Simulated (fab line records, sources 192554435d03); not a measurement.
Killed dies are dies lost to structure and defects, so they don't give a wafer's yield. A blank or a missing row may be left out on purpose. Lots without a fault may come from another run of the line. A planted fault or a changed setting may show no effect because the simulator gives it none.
fab line records | flow n5_finfet
record lots=23 wafers=69 last_day=18
route steps=1938 shown BEOL_M1@822 BEOL_M2@859
lots that met no fault: from a run of the same line without faults
start_h: hours from the record's first day to the start of the lot's first wafer shown | wait_h: hours since the lot's step before | " the same as in the row above | L1.1+2: a row that stands for several wafers | - no value, or no start given | * or withheld: withheld | < > ~ a bound
route shown NAME@n: a module of which the file shows steps, and the number in the route of the first | usual: mean/standard deviation of fault-free wafers | same: alike in all rows | chamber/n: place in a boat | sites: the reading at each site | _std_site: their standard deviation | _edge_site: outer sites' mean less inner sites' | radius_mm: how far each site lies from the wafer's centre | mask NAME#n: copy n | behind: the tool/chamber that last shaped the wafer | hold: why the lot was held/for how many hours/how that ended | device: the transistor (n, p or np) that didn't switch | end of line: the same wafers' tests at the end of the route | a step without rows: its recipe alone | killed: dies lost to structure and defects at the first sort, not the wafer's yield | map: a wafer's dies, x killed, . not, _ none there
set.NAME: the setting as run; set.NAME@STEP: as run at that earlier step | model.NAME: the simulator's own value behind a step, which no gauge read
steps of the route over a sample of lots; a table a step, a row a wafer
services: from which hour (start_h, from the record's first day; less than 0 if before it) a tool's chamber was out of use, for how many hours, and why
## steps
# step N5_BEOL_M1_SPUTTER_88
# recipe material=Cu target_thk_a=45 temp_c=-20 chamber_pressure_pa=0.07 power_w=withheld time_s=8.29
# usual throttle_valve_pct=30.1/0.95
# columns lot.wafer tool chamber start_h wait_h throttle_valve_pct
L074.3 pvd_sputter-03 - 125.34 0.1 29.4
L074.4 " - " " 30.1
L074.6 " - " " 30.3
L075.1 pvd_sputter-03 - 140.13 0.1 30.1
L075.3 " - " " 29.3
L075.5 " - " " 29.7
L076.3 pvd_sputter-01 - 149.68 0.1 29.3
L076.5 " - " " 31.2
L076.6 " - " " 29.8
L077.1 pvd_sputter-02 - 152.34 0.1 30.6
L077.2 " - " " 31.7
L077.6 " - " " 31.9
L078.3 pvd_sputter-02 - 161.08 0.1 29.3
L078.5 " - " " 30.7
L078.6 " - " " 29.1
L079.2 pvd_sputter-01 - 177.34 0.1 29.7
L079.3 " - " " 29.0
L079.6 " - " " 29.9
L080.1 pvd_sputter-03 - 177.73 0.1 29.8
L080.2 " - " " 29.3
L080.3 " - " " 30.5
L081.1 pvd_sputter-02 - 178.46 0.1 31.9
L081.3 " - " " 30.8
L081.6 " - " " 30.7
L082.4 pvd_sputter-02 - 181.20 0.1 29.3
L082.5 " - " " 29.2
L082.6 " - " " 31.7
L083.3 pvd_sputter-01 - 184.26 0.1 28.9
L083.4 " - " " 31.4
L083.6 " - " " 31.5
L084.1 pvd_sputter-01 - 194.23 0.1 30.4
L084.4 " - " " 29.0
L084.6 " - " " 29.2
L085.2 pvd_sputter-01 - 196.53 0.1 30.7
L085.3 " - " " 31.4
L085.4 " - " " 29.1
L086.1 pvd_sputter-01 - 210.87 0.1 28.9
L086.2 " - " " 29.7
L086.3 " - " " 31.1
L087.1 pvd_sputter-01 - 212.71 0.1 31.0
L087.4 " - " " 31.2
L087.5 " - " " 29.5
L088.1 pvd_sputter-03 - 217.34 0.1 30.6
L088.3 " - " " 28.4
L088.6 " - " " 30.3
L089.3 pvd_sputter-03 - 221.44 0.1 30.3
L089.4 " - " " 29.5
L089.6 " - " " 28.4
L090.2 pvd_sputter-01 - 222.86 0.1 31.2
L090.4 " - " " 30.6
L090.6 " - " " 31.1
L093.2 pvd_sputter-02 - 239.53 0.1 29.4
L093.4 " - " " 30.3
L093.5 " - " " 30.0
L091.2 pvd_sputter-02 - 247.73 0.1 30.0
L091.4 " - " " 30.9
L091.5 " - " " 30.7
L095.2 pvd_sputter-01 - 261.09 0.1 31.2
L095.3 " - " " 30.0
L095.5 " - " " 31.2
L092.1 pvd_sputter-03 - 261.34 0.1 29.4
L092.2 " - " " 28.3
L092.5 " - " " 28.2
L096.2 pvd_sputter-01 - 263.76 0.1 30.6
L096.4 " - " " 31.3
L096.6 " - " " 31.2
L097.2 pvd_sputter-01 - 268.50 0.1 31.3
L097.3 " - " " 29.0
L097.5 " - " " 30.0
# step N5_BEOL_M1_ANNEAL_95
# recipe temp_c=400 time_s=240 ambient=vacuum
# usual heater_power_w=819/74
# columns lot.wafer tool chamber start_h wait_h heater_power_w
L074.3 pvd_sputter-03 - 126.08 0.0 1024
L074.4 " - " " 778
L074.6 " - " " 755
L075.1 pvd_sputter-03 - 140.87 0.0 751
L075.3 " - " " 1012
L075.5 " - " " 876
L076.3 pvd_sputter-01 - 150.42 0.0 800
L076.5 " - " " 907
L076.6 " - " " 841
L077.1 pvd_sputter-02 - 153.08 0.0 856
L077.2 " - " " 770
L077.6 " - " " 782
L078.3 pvd_sputter-02 - 161.82 0.0 815
L078.5 " - " " 867
L078.6 " - " " 804
L079.2 pvd_sputter-01 - 178.08 0.0 830
L079.3 " - " " 766
L079.6 " - " " 868
L080.1 pvd_sputter-03 - 178.47 0.0 889
L080.2 " - " " 986
L080.3 " - " " 771
L081.1 pvd_sputter-02 - 179.20 0.0 765
L081.3 " - " " 852
L081.6 " - " " 836
L082.4 pvd_sputter-02 - 181.94 0.0 803
L082.5 " - " " 853
L082.6 " - " " 784
L083.3 pvd_sputter-01 - 185.00 0.0 803
L083.4 " - " " 879
L083.6 " - " " 901
L084.1 pvd_sputter-01 - 194.97 0.0 772
L084.4 " - " " 775
L084.6 " - " " 792
L085.2 pvd_sputter-01 - 197.27 0.0 762
L085.3 " - " " 884
L085.4 " - " " 796
L086.1 pvd_sputter-01 - 211.61 0.0 792
L086.2 " - " " 855
L086.3 " - " " 893
L087.1 pvd_sputter-01 - 213.45 0.0 747
L087.4 " - " " 872
L087.5 " - " " 848
L088.1 pvd_sputter-03 - 218.08 0.0 738
L088.3 " - " " 799
L088.6 " - " " 774
L089.3 pvd_sputter-03 - 222.18 0.0 749
L089.4 " - " " 1016
L089.6 " - " " 767
L090.2 pvd_sputter-01 - 223.60 0.0 886
L090.4 " - " " 733
L090.6 " - " " 875
L093.2 pvd_sputter-02 - 240.27 0.0 840
L093.4 " - " " 713
L093.5 " - " " 712
L091.2 pvd_sputter-02 - 248.47 0.0 712
L091.4 " - " " 868
L091.5 " - " " 861
L095.2 pvd_sputter-01 - 261.83 0.0 911
L095.3 " - " " 837
L095.5 " - " " 881
L092.1 pvd_sputter-03 - 262.08 0.0 1012
L092.2 " - " " 787
L092.5 " - " " 765
L096.2 pvd_sputter-01 - 264.50 0.0 747
L096.4 " - " " 900
L096.6 " - " " 900
L097.2 pvd_sputter-01 - 269.24 0.0 874
L097.3 " - " " 776
L097.5 " - " " 836
# step N5_BEOL_M1_DEP_57
# recipe material=SiCN target_thk_a=80 temp_c=withheld precursor=3MS/NH3 pressure_torr=3 rf_w=202 time_s=14
# usual chamber_pressure_Torr=3.001/0.0071 showerhead_plenum_p_Torr=3.665/0.017 throttle_valve_pct=8.8/0.43
# columns lot.wafer tool chamber start_h wait_h chamber_pressure_Torr showerhead_plenum_p_Torr throttle_valve_pct
L074.3 pecvd-03 0 127.20 0.0 3.008 3.672 8.7
L074.4 " 2 " " 3.009 3.677 9.6
L074.6 " 0 " " 3.007 3.673 8.8
L075.1 pecvd-04 2 141.99 0.0 2.995 3.674 8.2
L075.3 " 0 " " 3.009 3.680 8.7
L075.5 " 0 " " 2.999 3.681 8.5
L076.3 pecvd-03 0 151.54 0.0 2.998 3.678 8.5
L076.5 " 2 " " 3.006 3.661 9.6
L076.6 " 0 " " 2.990 3.678 8.9
L077.1 pecvd-02 0 154.20 0.0 2.995 3.671 9.7
L077.2 " 1 " " 3.001 3.649 8.7
L077.6 " 1 " " 2.997 3.642 9.0
L078.3 pecvd-04 0 162.94 0.0 3.011 3.680 8.6
L078.5 " 0 " " 3.001 3.678 8.6
L078.6 " 2 " " 2.997 3.668 8.5
L079.2 pecvd-03 2 179.22 0.0 2.994 3.665 9.6
L079.3 " 1 " " 3.000 3.636 8.9
L079.6 " 0 " " 2.991 3.680 8.8
L080.1 pecvd-04 1 179.59 0.0 3.002 3.672 9.3
L080.2 " 0 " " 2.995 3.687 8.4
L080.3 " 2 " " 2.997 3.673 8.3
L081.1 pecvd-04 0 180.34 0.0 2.987 3.686 8.5
L081.3 " 0 " " 2.993 3.684 8.7
L081.6 " 1 " " 3.007 3.684 9.3
L082.4 pecvd-02 2 183.09 0.0 3.001 3.682 8.2
L082.5 " 0 " " 2.994 3.659 9.7
L082.6 " 1 " " 3.004 3.649 9.1
L083.3 pecvd-03 0 186.24 0.0 3.010 3.689 8.7
L083.4 " 0 " " 2.997 3.674 8.7
L083.6 " 1 " " 3.000 3.649 8.9
L084.1 pecvd-04 1 196.10 0.0 3.011 3.674 9.3
L084.4 " 1 " " 3.010 3.674 9.1
L084.6 " 2 " " 3.005 3.672 8.5
L085.2 pecvd-03 2 198.39 0.0 2.990 3.671 9.9
L085.3 " 1 " " 2.997 3.645 8.9
L085.4 " 1 " " 3.008 3.638 9.1
L086.1 pecvd-03 1 214.33 0.0 2.999 3.632 8.9
L086.2 " 0 " " 3.001 3.676 8.5
L086.3 " 1 " " 2.996 3.634 8.9
L087.1 pecvd-03 0 214.59 0.0 3.003 3.678 8.8
L087.4 " 0 " " 2.995 3.686 8.8
L087.5 " 0 " " 3.001 3.677 8.5
L088.1 pecvd-02 0 219.21 0.0 3.003 3.659 9.4
L088.3 " 1 " " 3.002 3.639 9.0
L088.6 " 1 " " 3.009 3.642 9.0
L089.3 pecvd-04 1 223.30 0.0 3.008 3.676 9.2
L089.4 " 0 " " 3.005 3.689 8.6
L089.6 " 2 " " 2.998 3.676 8.3
L090.2 pecvd-03 1 224.73 0.0 2.988 3.633 8.7
L090.4 " 0 " " 2.997 3.683 8.8
L090.6 " 0 " " 3.012 3.673 8.5
L093.2 pecvd-03 0 241.45 0.0 3.004 3.694 8.7
L093.4 " 2 " " 2.994 3.662 8.5
L093.5 " 1 " " 2.996 3.635 8.8
L091.2 pecvd-03 0 249.59 0.0 3.002 3.691 8.7
L091.4 " 1 " " 3.008 3.626 8.9
L091.5 " 0 " " 3.006 3.678 8.8
L095.2 pecvd-03 2 263.79 0.0 2.999 3.660 8.4
L095.3 " 0 " " 3.003 3.676 8.7
L095.5 " 1 " " 2.996 3.640 8.8
L092.1 pecvd-03 2 264.52 0.0 3.018 3.658 8.5
L092.2 " 1 " " 3.003 3.639 9.1
L092.5 " 1 " " 2.995 3.640 9.0
L096.2 pecvd-03 1 265.63 0.0 3.007 3.644 8.9
L096.4 " 1 " " 3.001 3.641 8.9
L096.6 " 2 " " 3.010 3.658 8.5
L097.2 pecvd-03 1 270.37 0.0 3.009 3.634 8.8
L097.3 " 2 " " 2.999 3.671 8.4
L097.5 " 2 " " 3.001 3.659 8.5
# step N5_BEOL_M2_ETCH_63
# recipe chemistry=CF4 target=SiARC target_depth_a=156 mask_material=CAR-EUV time_s=26 ion_energy_ev=80 pressure_mtorr=40 source_w=545 bias_w=36 Ar_flow_sccm=100 cf4_flow_sccm=100 ends=cleared
# usual bias_w=36.01/0.12 drypump_motor_current_A=5.7/0.46 etch_rf_on_time_s=26.1/0.42 oes_product_au=0.68/0.054 rf_vpp_V=183.8/1.2 showerhead_plenum_p_Torr=2.13/0.06 throttle_valve_pct=15.58/0.15
# columns lot.wafer tool chamber start_h wait_h bias_w drypump_motor_current_A etch_rf_on_time_s oes_product_au rf_hours_counter_h rf_vpp_V showerhead_plenum_p_Torr throttle_valve_pct
L074.3 rie_diel-02 1 130.45 0.0 36.05 6.2 26.0 0.66 124 182.6 2.07 15.67
L074.4 " 1 " " 35.99 6.2 26.1 0.66 - 183.4 2.07 15.67
L074.6 " 2 " " 36.01 5.7 25.3 0.78 - 182.8 2.10 15.66
L075.1 rie_diel-04 0 144.79 0.0 35.84 6.2 26.0 0.76 24 184.6 2.12 15.53
L075.3 " 3 " " 35.78 5.5 26.5 0.73 40 184.5 2.19 15.54
L075.5 " 0 " " 35.70 6.1 25.9 0.77 - 183.9 2.12 15.55
L076.3 rie_diel-01 3 154.09 0.0 36.01 6.2 26.7 0.67 104 182.9 2.07 15.50
L076.5 " 0 " " 35.73 6.2 25.6 0.73 - 182.8 2.10 15.62
L076.6 " 3 " " 35.93 6.2 26.5 0.67 - 183.8 2.07 15.50
L077.1 rie_diel-04 1 158.02 0.0 36.00 5.4 26.4 0.65 132 182.8 2.06 15.59
L077.2 " 2 " " 35.97 4.7 26.5 0.75 35 183.6 2.18 15.29
L077.6 " 1 " " 36.08 5.4 26.2 0.65 - 183.2 2.06 15.60
L078.3 rie_diel-01 2 165.71 0.0 35.85 5.6 26.3 0.66 122 183.4 2.15 15.55
L078.5 " 2 " " 35.87 5.6 26.5 0.65 - 184.2 2.15 15.57
L078.6 " 0 " " 36.01 6.2 25.5 0.72 - 184.1 2.10 15.64
L079.2 rie_diel-02 2 180.84 0.0 35.92 5.7 25.2 0.75 49 182.6 2.10 15.69
L079.3 " 1 " " 36.02 6.2 25.8 0.65 142 184.7 2.06 15.73
L079.6 " 0 " " 36.02 5.2 26.5 0.60 - 184.0 2.13 15.76
L080.1 rie_diel-04 3 181.34 0.0 36.07 5.5 26.3 0.72 52 182.1 2.19 15.57
L080.2 " 1 " " 36.05 5.4 25.8 0.65 140 182.7 2.06 15.58
L080.3 " 2 " " 36.03 4.7 26.1 0.76 42 185.0 2.17 15.32
L081.1 rie_diel-02 2 182.21 0.0 36.14 5.7 25.2 0.76 49 183.3 2.10 15.66
L081.3 " 3 " " 36.01 5.9 25.7 0.64 137 185.7 2.23 15.30
L081.6 " 2 " " 36.13 5.7 25.4 0.75 - 182.0 2.10 15.67
L082.4 rie_diel-04 1 185.72 0.0 35.96 5.4 25.9 0.65 141 184.6 2.06 15.61
L082.5 " 3 " " 36.00 5.5 26.5 0.72 - 184.6 2.18 15.56
L082.6 " 0 " " 36.20 6.2 26.1 0.74 - 182.0 2.11 15.56
L083.3 rie_diel-04 3 189.09 0.0 35.99 5.5 26.4 0.72 55 183.3 2.18 15.56
L083.4 " 1 " " 36.06 5.4 25.9 0.66 142 183.0 2.06 15.61
L083.6 " 0 " " 36.14 6.1 26.0 0.74 - 182.6 2.11 15.56
L084.1 rie_diel-01 3 197.92 0.0 36.11 6.2 26.8 0.65 121 182.3 2.07 15.53
L084.4 " 2 " " 35.92 5.6 26.2 0.65 134 183.3 2.15 15.58
L084.6 " 3 " " 35.96 6.2 26.8 0.65 - 183.9 2.07 15.53
L085.2 rie_diel-02 0 199.83 0.0 36.00 5.2 26.6 0.59 203 184.2 2.13 15.78
L085.3 " 3 " " 36.13 5.9 26.2 0.65 143 184.6 2.23 15.32
L085.4 " 2 " " 36.28 5.7 25.6 0.74 55 184.9 2.09 15.67
L086.1 rie_diel-02 1 215.22 0.0 35.89 6.1 25.8 0.64 155 183.0 2.06 15.74
L086.2 " 3 " " 36.12 5.9 25.8 0.65 148 185.6 2.23 15.34
L086.3 " 0 " " 35.99 5.2 26.4 0.59 209 183.4 2.13 15.81
L087.1 rie_diel-04 3 217.48 0.0 36.13 5.5 26.3 0.71 59 183.1 2.18 15.57
L087.4 " 0 " " 36.17 6.1 25.7 0.73 53 183.7 2.11 15.60
L087.5 " 1 " " 36.14 5.4 26.2 0.64 - 182.0 2.06 15.63
L088.1 rie_diel-01 3 222.07 0.0 36.14 6.1 26.7 0.64 130 182.1 2.07 15.55
L088.3 " 2 " " 35.78 5.6 26.2 0.64 143 184.3 2.14 15.61
L088.6 " 1 " " 36.06 5.0 25.4 0.78 - 186.8 2.26 15.39
L089.3 rie_diel-01 0 224.80 0.0 36.01 6.3 25.3 0.70 82 183.0 2.09 15.69
L089.4 " 1 " " 35.98 5.0 25.2 0.78 14 187.4 2.26 15.42
L089.6 " 3 " " 36.04 6.2 26.5 0.64 - 182.2 2.06 15.55
L090.2 rie_diel-01 3 227.99 0.0 36.01 6.2 26.6 0.65 132 182.5 2.06 15.57
L090.4 " 0 " " 36.03 6.2 25.3 0.70 83 183.9 2.09 15.68
L090.6 " 2 " " 36.11 5.6 26.2 0.64 - 183.3 2.14 15.63
L093.2 rie_diel-04 1 242.63 0.0 36.03 5.4 26.2 0.63 163 184.4 2.05 15.64
L093.4 " 0 " " 35.96 6.1 26.0 0.71 64 185.3 2.11 15.65
L093.5 " 2 " " 36.04 4.7 26.5 0.71 - 182.3 2.17 15.37
L091.2 rie_diel-02 1 251.20 0.0 35.97 6.1 26.3 0.62 168 183.4 2.05 15.77
L091.4 " 3 " " 35.93 5.9 26.5 0.63 162 185.8 2.23 15.36
L091.5 " 3 " " 36.00 5.9 26.3 0.63 - 186.9 2.23 15.37
L095.2 rie_diel-04 0 265.55 0.0 36.11 6.2 25.9 0.70 72 181.7 2.10 15.66
L095.3 " 3 " " 35.93 5.5 26.6 0.69 78 184.0 2.18 15.60
L095.5 " 3 " " 36.01 5.5 26.5 0.68 - 184.2 2.18 15.63
L092.1 rie_diel-02 1 265.78 0.0 36.05 6.1 26.1 0.63 173 183.0 2.05 15.78
L092.2 " 2 " " 36.07 5.7 25.4 0.73 78 183.6 2.09 15.73
L092.5 " 0 " " 36.26 5.2 26.5 0.58 - 184.0 2.12 15.85
L096.2 rie_diel-02 1 268.47 0.0 35.98 6.1 26.1 0.62 174 183.2 2.05 15.78
L096.4 " 2 " " 35.90 5.7 25.6 0.71 79 183.4 2.09 15.72
L096.6 " 2 " " 35.81 5.7 25.6 0.71 - 183.9 2.09 15.73
L097.2 rie_diel-04 0 271.63 0.0 35.94 6.1 26.1 0.70 74 183.9 2.10 15.64
L097.3 " 1 " " 36.07 5.4 26.2 0.63 173 183.4 2.05 15.67
L097.5 " 2 " " 35.82 4.7 26.4 0.71 - 185.0 2.16 15.40
# step N5_BEOL_M2_ETCH_69
# recipe chemistry=CF4 target=SiARC target_depth_a=156 mask_material=CAR-EUV time_s=26 ion_energy_ev=80 pressure_mtorr=40 source_w=545 bias_w=36 Ar_flow_sccm=100 cf4_flow_sccm=100 ends=cleared
# usual bias_w=36.00/0.11 drypump_motor_current_A=5.7/0.47 etch_rf_on_time_s=26.1/0.46 oes_product_au=0.68/0.054 rf_vpp_V=183.8/1.1 showerhead_plenum_p_Torr=2.13/0.062 throttle_valve_pct=15.58/0.15
# columns lot.wafer tool chamber start_h wait_h bias_w drypump_motor_current_A etch_rf_on_time_s oes_product_au rf_hours_counter_h rf_vpp_V showerhead_plenum_p_Torr throttle_valve_pct
L074.3 rie_diel-02 3 131.41 0.0 36.11 5.9 25.9 0.66 118 185.6 2.24 15.26
L074.4 " 3 " " 35.88 5.9 26.1 0.65 - 186.3 2.24 15.28
L074.6 " 1 " " 35.82 6.2 25.9 0.66 - 182.3 2.07 15.67
L075.1 rie_diel-04 1 146.02 0.0 35.96 5.4 26.4 0.65 127 183.2 2.07 15.59
L075.3 " 2 " " 35.89 4.7 26.4 0.77 31 184.6 2.18 15.30
L075.5 " 2 " " 36.07 4.7 26.3 0.77 - 183.4 2.18 15.30
L076.3 rie_diel-02 2 154.99 0.0 35.94 5.7 25.5 0.77 40 183.1 2.10 15.67
L076.5 " 0 " " 35.92 5.2 26.5 0.60 - 184.2 2.14 15.75
L076.6 " 1 " " 36.04 6.1 25.9 0.66 - 182.4 2.07 15.70
L077.1 rie_diel-02 3 159.19 0.0 36.02 5.9 25.9 0.65 128 185.2 2.24 15.30
L077.2 " 0 " " 35.87 5.2 26.6 0.61 187 183.1 2.14 15.75
L077.6 " 3 " " 35.96 5.9 26.0 0.65 - 185.8 2.24 15.28
L078.3 rie_diel-01 3 166.71 0.0 36.09 6.2 26.3 0.66 109 184.2 2.07 15.51
L078.5 " 2 " " 36.00 5.6 26.6 0.65 - 184.2 2.15 15.57
L078.6 " 0 " " 36.10 6.2 25.6 0.73 - 184.1 2.10 15.63
L079.2 rie_diel-02 0 181.99 0.0 36.02 5.2 26.7 0.60 195 184.3 2.13 15.77
L079.3 " 1 " " 36.04 6.1 26.2 0.65 142 181.9 2.06 15.73
L079.6 " 3 " " 36.06 5.9 26.2 0.65 - 184.6 2.23 15.33
L080.1 rie_diel-01 3 182.34 0.0 36.07 6.2 26.9 0.65 115 183.8 2.07 15.52
L080.2 " 2 " " 36.05 5.6 26.3 0.65 129 183.9 2.15 15.58
L080.3 " 0 " " 36.09 6.2 25.9 0.71 67 182.7 2.10 15.66
L081.1 rie_diel-04 3 183.27 0.0 35.94 5.5 26.6 0.72 54 184.6 2.18 15.54
L081.3 " 0 " " 36.06 6.1 25.9 0.74 38 183.2 2.11 15.58
L081.6 " 1 " " 36.15 5.4 26.2 0.65 - 182.4 2.06 15.59
L082.4 rie_diel-02 1 186.88 0.0 35.80 6.1 25.9 0.64 144 181.8 2.06 15.72
L082.5 " 0 " " 36.11 5.2 26.7 0.60 - 182.8 2.13 15.78
L082.6 " 1 " " 35.91 6.1 25.7 0.65 - 183.6 2.06 15.71
L083.3 rie_diel-02 0 190.18 0.0 36.03 5.2 27.2 0.59 199 182.4 2.13 15.77
L083.4 " 1 " " 36.30 6.1 26.3 0.65 145 183.9 2.06 15.73
L083.6 " 2 " " 35.98 5.7 25.8 0.75 - 184.5 2.10 15.69
L084.1 rie_diel-04 2 198.79 0.0 35.95 4.7 26.2 0.75 48 183.2 2.17 15.33
L084.4 " 2 " " 35.81 4.7 26.4 0.73 - 183.7 2.17 15.32
L084.6 " 0 " " 35.81 6.2 26.0 0.73 - 182.9 2.11 15.60
L085.2 rie_diel-04 1 200.70 0.0 35.99 5.4 26.8 0.64 147 182.4 2.06 15.62
L085.3 " 0 " " 35.98 6.1 26.4 0.73 44 184.5 2.11 15.59
L085.4 " 0 " " 35.98 6.1 26.4 0.73 - 184.8 2.11 15.59
L086.1 rie_diel-01 0 216.09 0.0 36.07 6.3 25.3 0.69 79 184.1 2.09 15.66
L086.2 " 3 " " 35.95 6.1 26.5 0.65 127 183.6 2.07 15.56
L086.3 " 2 " " 35.97 5.6 26.3 0.63 140 186.0 2.14 15.61
L087.1 rie_diel-02 3 218.35 0.0 36.05 5.9 26.2 0.63 149 184.7 2.23 15.35
L087.4 " 2 " " 35.92 5.7 25.8 0.72 62 183.6 2.09 15.71
L087.5 " 3 " " 36.27 5.9 26.2 0.64 - 184.5 2.23 15.33
L088.1 rie_diel-04 0 223.25 0.0 35.86 6.1 25.5 0.72 56 183.9 2.11 15.60
L088.3 " 2 " " 35.87 4.8 26.3 0.73 61 185.1 2.17 15.37
L088.6 " 2 " " 35.97 4.7 26.1 0.74 - 184.9 2.17 15.36
L089.3 rie_diel-02 3 225.88 0.0 35.95 5.9 26.2 0.64 153 184.5 2.23 15.34
L089.4 " 1 " " 36.15 6.1 25.9 0.63 - 183.0 2.06 15.75
L089.6 " 0 " " 35.93 5.2 26.7 0.59 - 185.1 2.13 15.81
L090.2 rie_diel-02 3 228.99 0.0 35.99 5.9 25.9 0.63 154 184.8 2.23 15.35
L090.4 " 0 " " 36.03 5.2 26.6 0.59 214 184.0 2.13 15.80
L090.6 " 0 " " 35.90 5.2 26.2 0.59 - 184.5 2.13 15.81
L093.2 rie_diel-01 2 243.83 0.0 36.00 5.6 26.8 0.62 147 183.1 2.14 15.61
L093.4 " 0 " " 36.01 6.2 25.5 0.70 90 183.0 2.09 15.68
L093.5 " 2 " " 35.83 5.6 26.6 0.64 - 183.5 2.14 15.60
L091.2 rie_diel-01 0 252.13 0.0 35.89 6.2 25.6 0.69 92 182.9 2.09 15.69
L091.4 " 1 " " 36.05 5.0 25.5 0.76 25 187.0 2.26 15.42
L091.5 " 3 " " 36.01 6.2 26.7 0.63 - 182.6 2.06 15.57
L095.2 rie_diel-02 1 266.65 0.0 35.89 6.1 26.2 0.62 173 181.9 2.05 15.77
L095.3 " 3 " " 36.04 5.9 26.1 0.63 168 185.8 2.22 15.39
L095.5 " 1 " " 35.84 6.1 26.1 0.63 - 183.3 2.05 15.78
L092.1 rie_diel-01 0 266.71 0.0 36.01 6.2 25.1 0.69 99 183.5 2.08 15.73
L092.2 " 1 " " 35.86 5.0 25.3 0.75 31 186.2 2.26 15.44
L092.5 " 0 " " 35.91 6.2 25.3 0.69 - 182.9 2.08 15.71
L096.2 rie_diel-04 3 269.36 0.0 35.92 5.5 26.5 0.68 80 185.5 2.18 15.61
L096.4 " 2 " " 35.92 4.7 26.6 0.71 78 183.8 2.16 15.40
L096.6 " 3 " " 35.94 5.5 26.3 0.69 - 184.6 2.18 15.62
L097.2 rie_diel-04 1 272.63 0.0 35.98 5.4 26.1 0.63 174 183.4 2.05 15.67
L097.3 " 2 " " 36.10 4.7 26.6 0.71 79 185.2 2.16 15.40
L097.5 " 1 " " 35.82 5.4 26.3 0.62 - 182.1 2.05 15.67
# step N5_BEOL_M2_ALD_98
# recipe material=SiO2 target_thk_a=25 temp_c=100 ald_precursor_family=BDEAS ald_co_reactant=O2-plasma pulse_time_s=1 co_reactant_pulse_time_s=1 purge_time_s=2 co_reactant_purge_time_s=2 ald_cycles=17 pressure_torr=2
# usual chamber_pressure_Torr=2.001/0.0041 heater_power_w=82/8 precursor_pulse_height_rel=1.002/0.019
# columns lot.wafer tool chamber start_h wait_h chamber_pressure_Torr heater_power_w precursor_pulse_height_rel
L074.3 ald_sin-03 3 131.50 0.1 2.006 90 0.981
L074.4 " 2 " " 1.997 80 0.988
L074.6 " 2 " " 2.006 79 1.049
L075.1 ald_sin-03 1 146.11 0.1 1.998 84 1.032
L075.3 " 3 " " 2.007 92 0.996
L075.5 " 3 " " 1.997 91 1.015
L076.3 ald_sin-03 3 155.53 0.5 2.008 89 1.038
L076.5 " 0 " " 2.001 71 1.033
L076.6 " 3 " " 2.004 90 0.988
L077.1 ald_sin-04 3 159.28 0.1 1.994 86 0.987
L077.2 " 1 " " 1.999 73 0.989
L077.6 " 0 " " 2.001 83 0.994
L078.3 ald_sin-01 0 166.79 0.1 2.001 73 0.981
L078.5 " 0 " " 2.003 71 0.997
L078.6 " 1 " " 2.001 93 1.004
L079.2 ald_sin-03 2 182.14 0.1 2.005 79 0.982
L079.3 " 3 " " 2.005 90 1.051
L079.6 " 3 " " 2.004 90 1.003
L080.1 ald_sin-03 2 182.61 0.2 2.004 78 1.000
L080.2 " 0 " " 1.992 73 0.997
L080.3 " 3 " " 1.999 88 1.007
L081.1 ald_sin-03 2 183.56 0.3 2.000 78 1.014
L081.3 " 3 " " 2.002 90 0.999
L081.6 " 2 " " 1.994 80 1.020
L082.4 ald_sin-01 3 187.39 0.5 2.003 95 1.002
L082.5 " 1 " " 2.009 89 0.962
L082.6 " 0 " " 1.996 73 0.994
L083.3 ald_sin-03 1 190.49 0.3 2.005 83 0.987
L083.4 " 2 " " 1.997 79 0.992
L083.6 " 3 " " 1.995 92 0.981
L084.1 ald_sin-01 3 198.87 0.1 2.000 93 1.040
L084.4 " 0 " " 2.008 73 1.032
L084.6 " 3 " " 2.000 95 1.016
L085.2 ald_sin-03 0 200.79 0.1 2.002 73 0.995
L085.3 " 3 " " 2.003 90 1.025
L085.4 " 2 " " 2.006 81 0.954
L086.1 ald_sin-01 0 216.17 0.1 2.007 72 1.011
L086.2 " 2 " " 1.997 84 0.995
L086.3 " 1 " " 2.005 91 0.975
L087.1 ald_sin-03 2 218.64 0.3 2.002 78 1.000
L087.4 " 3 " " 2.002 89 1.011
L087.5 " 2 " " 2.001 81 0.990
L088.1 ald_sin-01 0 223.33 0.1 2.000 72 1.007
L088.3 " 1 " " 2.003 93 0.979
L088.6 " 3 " " 2.000 95 0.999
L089.3 ald_sin-03 1 225.96 0.1 2.003 83 0.995
L089.4 " 2 " " 2.004 78 1.022
L089.6 " 2 " " 2.005 78 1.010
L090.2 ald_sin-04 2 229.08 0.1 2.000 79 1.013
L090.4 " 3 " " 2.003 84 1.016
L090.6 " 0 " " 1.998 76 1.023
L093.2 ald_sin-01 0 243.91 0.1 2.007 72 1.019
L093.4 " 0 " " 2.001 74 1.013
L093.5 " 2 " " 2.000 84 0.988
L091.2 ald_sin-01 0 252.21 0.1 2.004 72 1.045
L091.4 " 1 " " 2.004 93 1.014
L091.5 " 0 " " 1.996 71 0.991
L095.2 ald_sin-01 2 266.73 0.1 2.003 85 1.017
L095.3 " 0 " " 1.997 72 0.991
L095.5 " 1 " " 2.010 93 1.004
L092.1 ald_sin-01 0 266.83 0.1 1.999 72 1.040
L092.2 " 2 " " 1.999 83 0.992
L092.5 " 0 " " 2.001 73 1.017
L096.2 ald_sin-04 3 270.26 0.9 1.997 83 1.026
L096.4 " 2 " " 1.994 78 1.002
L096.6 " 2 " " 1.997 79 1.005
L097.2 ald_sin-04 0 273.14 0.5 2.001 77 0.990
L097.3 " 1 " " 1.998 64 0.981
L097.5 " 1 " " 1.999 64 1.006
## services
# columns tool chamber start_h hours kind
ald_sin-01 - 107.66 6.1 pm
rie_diel-01 3 123.27 6.5 repair
rie_diel-02 0 128.23 12.0 repair
rie_diel-04 - 131.45 0.3 repair
ald_sin-04 0 136.29 5.6 repair
pecvd-02 - 144.48 2.8 pm
pecvd-02 - 177.29 1.3 repair
ald_sin-04 - 177.92 14.0 pm
rie_diel-01 - 196.61 0.9 repair
rie_diel-04 3 198.02 17.3 repair
pecvd-03 2 202.38 - clean
ald_sin-01 - 210.61 0.4 repair
rie_diel-02 2 220.41 6.5 repair
rie_diel-04 1 221.06 3.8 repair
rie_diel-01 2 231.74 9.0 repair
pecvd-04 2 233.81 14.8 repair
pecvd-04 - 237.05 0.8 repair
ald_sin-01 3 242.95 16.7 repair
ald_sin-04 2 248.62 3.7 repair
pecvd-03 - 255.45 3.2 repair
pecvd-03 0 264.70 12.5 repair
pecvd-04 - 264.72 2.1 repair
ald_sin-01 - 268.29 14.0 pm
pvd_sputter-01 - 272.12 7.8 repair
## key
fault none
